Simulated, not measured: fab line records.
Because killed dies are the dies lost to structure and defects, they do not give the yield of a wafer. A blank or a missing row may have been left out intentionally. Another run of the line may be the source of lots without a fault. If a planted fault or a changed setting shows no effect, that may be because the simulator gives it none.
Matching of chambers | flow nand harc | rie diel-13 running NHARC_P_M0_DESCUM_14: 4 sister chambers
The step chemistry O2, time 3 s. 8 wafers are shown with their chamber, then 8 later ones without.

WAFERS WITH THEIR CHAMBER
wafer  | chamber | showerhead plenum p Torr (Torr) | drypump motor current A (A)
L195.1 | 3       | 1.84                            | 5.4
L204.4 | 2       | 2.01                            | 5.4
L204.5 | 3       | 1.84                            | 5.4
L204.6 | 0       | 1.79                            | 5.9
L206.1 | 0       | 1.79                            | 5.9
L206.3 | 2       | 2.00                            | 5.3
L206.6 | 1       | 1.85                            | 4.8
L209.3 | 1       | 1.85                            | 4.8

WAFERS WHOSE CHAMBER IS MISSING
wafer  | showerhead plenum p Torr (Torr) | drypump motor current A (A)
L209.4 | 1.79                            | 5.8
L209.6 | 1.79                            | 5.9
L210.3 | 1.85                            | 4.8
L210.5 | 1.85                            | 4.8
L210.6 | 2.01                            | 5.4
L212.1 | 1.79                            | 5.9
L212.2 | 1.83                            | 5.4
L212.6 | 1.79                            | 5.9

CHAMBER TAKEN BY EACH
wafer  | from the rows above | in truth
L209.4 | 0                   | 0
L209.6 | 0                   | 0
L210.3 | 1                   | 1
L210.5 | 1                   | 1
L210.6 | 2                   | 2
L212.1 | 0                   | 0
L212.2 | 3                   | 3
L212.6 | 0                   | 0
Placed correctly: 8 of 8. Number that these rows cannot place: 0. 0 placed wrongly.
How it was worked out, from the rows above alone: a wafer's distance from a chamber is the root of the sum, over the readings, of the square of ((its reading less the chamber's mean) divided by the reading's scatter). If the next closest chamber is less than 2 further off than the closest, the wafer can't be placed; otherwise it belongs to the closest. The mean given for a chamber averages the wafers shown for that chamber. How the scatter is found: for the shown wafers, subtract from each reading the mean of its chamber, square and add these, divide the total by (wafers less chambers), then take the root.
